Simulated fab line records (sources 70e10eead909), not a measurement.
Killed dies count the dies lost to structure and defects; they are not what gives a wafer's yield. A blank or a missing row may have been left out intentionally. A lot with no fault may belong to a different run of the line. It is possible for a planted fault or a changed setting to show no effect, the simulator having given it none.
Matching of chambers + flow nand harc + 4 sister chambers for NHARC_A_CONTACT_DESCUM_13 on rie diel-04
The step chemistry O2, time 3 s. 36 wafers are shown with their chamber, then 12 later ones without.

WAFERS PAIRED WITH THEIR CHAMBERS
| wafer  | chamber | showerhead plenum p Torr (Torr) | drypump motor current A (A) | oes product au (a.u.) |
|--------|---------|---------------------------------|-----------------------------|-----------------------|
| L074.2 | 2       | 1.78                            | 5.8                         | 1.001                 |
| L074.5 | 1       | 1.84                            | 6.0                         | 0.972                 |
| L074.6 | 0       | 2.00                            | 6.6                         | 1.004                 |
| L076.2 | 1       | 1.84                            | 5.9                         | 0.986                 |
| L076.4 | 1       | 1.84                            | 5.9                         | 0.982                 |
| L076.5 | 3       | 1.82                            | 5.7                         | 0.980                 |
| L077.2 | 0       | 2.00                            | 6.6                         | 1.002                 |
| L077.3 | 1       | 1.84                            | 6.0                         | 0.989                 |
| L077.6 | 1       | 1.84                            | 5.9                         | 0.987                 |
| L079.2 | 3       | 1.82                            | 5.7                         | 0.979                 |
| L079.4 | 1       | 1.84                            | 5.9                         | 1.001                 |
| L079.6 | 0       | 2.00                            | 6.6                         | 1.014                 |
| L080.1 | 3       | 1.82                            | 5.7                         | 0.983                 |
| L080.4 | 0       | 2.00                            | 6.6                         | 1.025                 |
| L080.6 | 1       | 1.84                            | 5.9                         | 0.996                 |
| L082.2 | 1       | 1.84                            | 5.9                         | 0.997                 |
| L082.3 | 2       | 1.78                            | 5.8                         | 0.998                 |
| L082.5 | 0       | 2.00                            | 6.5                         | 1.016                 |
| L086.2 | 2       | 1.78                            | 5.8                         | 0.999                 |
| L086.3 | 3       | 1.82                            | 5.7                         | 0.976                 |
| L086.5 | 2       | 1.78                            | 5.8                         | 0.993                 |
| L084.3 | 3       | 1.82                            | 5.7                         | 0.980                 |
| L084.4 | 0       | 2.00                            | 6.6                         | 1.011                 |
| L084.5 | 1       | 1.84                            | 5.9                         | 1.008                 |
| L089.2 | 3       | 1.81                            | 5.7                         | 0.983                 |
| L089.3 | 0       | 2.00                            | 6.5                         | 1.011                 |
| L089.5 | 0       | 2.00                            | 6.5                         | 1.017                 |
| L088.1 | 3       | 1.81                            | 5.7                         | 0.985                 |
| L088.4 | 2       | 1.78                            | 5.8                         | 0.998                 |
| L088.5 | 3       | 1.81                            | 5.7                         | 0.989                 |
| L087.3 | 1       | 1.84                            | 6.0                         | 1.009                 |
| L087.5 | 0       | 2.00                            | 6.6                         | 1.009                 |
| L087.6 | 1       | 1.84                            | 6.0                         | 1.008                 |
| L091.2 | 3       | 1.81                            | 5.7                         | 0.988                 |
| L091.4 | 0       | 2.00                            | 6.6                         | 1.016                 |
| L091.5 | 2       | 1.78                            | 5.8                         | 0.994                 |

SIGNATURES (averages over the wafers above)
| reading                  | chamber 0 | chamber 1 | chamber 2 | chamber 3 | scatter within a chamber |
|--------------------------|-----------|-----------|-----------|-----------|--------------------------|
| showerhead plenum p Torr | 2.0000    | 1.8400    | 1.7800    | 1.8156    | 0.00264                  |
| drypump motor current A  | 6.570     | 5.936     | 5.800     | 5.700     | 0.0381                   |
| oes product au           | 1.01250   | 0.99409   | 0.99717   | 0.98256   | 0.00799                  |
Rule: a wafer lies at a distance from a chamber equal to the root of the sum of squares, over the readings, of (its reading less the chamber's mean, divided by the reading's scatter). The wafer belongs to the nearest chamber; if the next one is less than 2 further off, it can't be placed. The scatter is the square root of a quotient: the sum, over the shown wafers, of each reading's squared deviation from its chamber's mean, divided by wafers minus chambers.

WAFERS WITH NO CHAMBER GIVEN
| wafer  | showerhead plenum p Torr (Torr) | drypump motor current A (A) | oes product au (a.u.) |
|--------|---------------------------------|-----------------------------|-----------------------|
| L090.2 | 1.84                            | 5.9                         | 1.010                 |
| L090.3 | 1.81                            | 5.7                         | 0.984                 |
| L090.6 | 1.81                            | 5.7                         | 0.982                 |
| L093.1 | 1.81                            | 5.7                         | 0.984                 |
| L093.2 | 1.84                            | 5.9                         | 1.006                 |
| L093.4 | 2.00                            | 6.5                         | 1.015                 |
| L096.2 | 1.77                            | 5.8                         | 0.988                 |
| L096.3 | 1.81                            | 5.7                         | 0.990                 |
| L096.5 | 1.81                            | 5.7                         | 0.993                 |
| L097.3 | 1.77                            | 5.8                         | 1.015                 |
| L097.5 | 1.99                            | 6.6                         | 1.017                 |
| L097.6 | 1.81                            | 5.7                         | 0.994                 |

EACH ONE'S CHAMBER
| wafer  | from the rows above | in truth |
|--------|---------------------|----------|
| L090.2 | 1                   | 1        |
| L090.3 | 3                   | 3        |
| L090.6 | 3                   | 3        |
| L093.1 | 3                   | 3        |
| L093.2 | 1                   | 1        |
| L093.4 | 0                   | 0        |
| L096.2 | 2                   | 2        |
| L096.3 | 3                   | 3        |
| L096.5 | 3                   | 3        |
| L097.3 | 2                   | 2        |
| L097.5 | 0                   | 0        |
| L097.6 | 3                   | 3        |
Correctly placed: 12 of 12. Can't be placed from these rows: 0. 0 placed wrongly.
